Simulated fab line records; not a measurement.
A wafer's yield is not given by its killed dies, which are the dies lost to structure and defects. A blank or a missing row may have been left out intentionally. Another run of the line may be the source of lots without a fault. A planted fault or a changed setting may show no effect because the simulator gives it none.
Which tool was responsible? || flow n5 finfet || route of 1938 steps, sampled at 1 step: 15 lots, 45 wafers

== WHAT THE GAUGES SHOWED, per wafer ==
N5_BEOL_M8_CD_MEAS_11: target cd 38.5 nm. Usual: 38.6 nm for cd nm, sd 0.48.
{"lot": "L280", "measured": "day 9 18:46", "on": "cd sem-02", "cd nm (nm)": "38.3 39.6 38.9", "flag": ""}
{"lot": "L281", "measured": "day 10 00:45", "on": "cd sem-01", "cd nm (nm)": "39.2 37.9 38.1", "flag": ""}
{"lot": "L282", "measured": "day 10 03:22", "on": "cd sem-01", "cd nm (nm)": "38.7 38.0 38.6", "flag": ""}
{"lot": "L286", "measured": "day 11 18:28", "on": "cd sem-02", "cd nm (nm)": "39.0 39.9 38.9", "flag": ""}
{"lot": "L287", "measured": "day 11 18:38", "on": "cd sem-03", "cd nm (nm)": "38.9 38.8 38.3", "flag": ""}
{"lot": "L291", "measured": "day 12 06:06", "on": "cd sem-03", "cd nm (nm)": "38.4 37.5 38.4", "flag": ""}
{"lot": "L294", "measured": "day 12 23:52", "on": "cd sem-03", "cd nm (nm)": "38.4 38.3 38.4", "flag": ""}
{"lot": "L295", "measured": "day 13 04:49", "on": "cd sem-02", "cd nm (nm)": "39.0 39.3 38.0", "flag": ""}
{"lot": "L296", "measured": "day 13 23:07", "on": "cd sem-03", "cd nm (nm)": "38.9 38.4 38.4", "flag": ""}
{"lot": "L298", "measured": "day 14 06:52", "on": "cd sem-02", "cd nm (nm)": "38.8 38.3 38.4", "flag": ""}
{"lot": "L299", "measured": "day 14 17:27", "on": "cd sem-01", "cd nm (nm)": "39.0 38.5 39.8", "flag": ""}
{"lot": "L300", "measured": "day 14 23:40", "on": "cd sem-01", "cd nm (nm)": "39.0 38.5 38.7", "flag": ""}
{"lot": "L303", "measured": "day 15 09:28", "on": "cd sem-03", "cd nm (nm)": "38.8 39.1 37.8", "flag": ""}
{"lot": "L302", "measured": "day 15 14:18", "on": "cd sem-02", "cd nm (nm)": "38.6 39.2 38.5", "flag": ""}
{"lot": "L301", "measured": "day 15 14:30", "on": "cd sem-02", "cd nm (nm)": "38.9 37.9 39.5", "flag": ""}

== WHAT TOOL EACH LOT RAN ON (gives the tool, then ch and the chambers of the sampled wafers, and finally the start) ==
The record holds no process step before these readings.

== AS READ BY THE TOOLS THEMSELVES (means over the sampled wafers that have a number; for cases with no such wafer, the mark the record gives instead) ==
The record holds no such reading with a usual standard deviation.

== THE ANSWER, worked out from the rows above alone ==
Rule: a lot counts as off when the mean over its wafers that have a number is more than 3 standard deviations away from the usual mean. Also off: a lot with no number at a reading for which 4 or more lots have one. All remaining lots with rows at the step are treated as sound. Order of review: gauges by route order, followed by the tools' own readings, for which a lot's mean as printed above is used. At the first step where some lot is off, the reading lying furthest off is the one used; lots without a number count as furthest.
No lot is off at any reading shown: from this, nothing can be told.

== WHAT THE SIMULATOR PUT IN ==
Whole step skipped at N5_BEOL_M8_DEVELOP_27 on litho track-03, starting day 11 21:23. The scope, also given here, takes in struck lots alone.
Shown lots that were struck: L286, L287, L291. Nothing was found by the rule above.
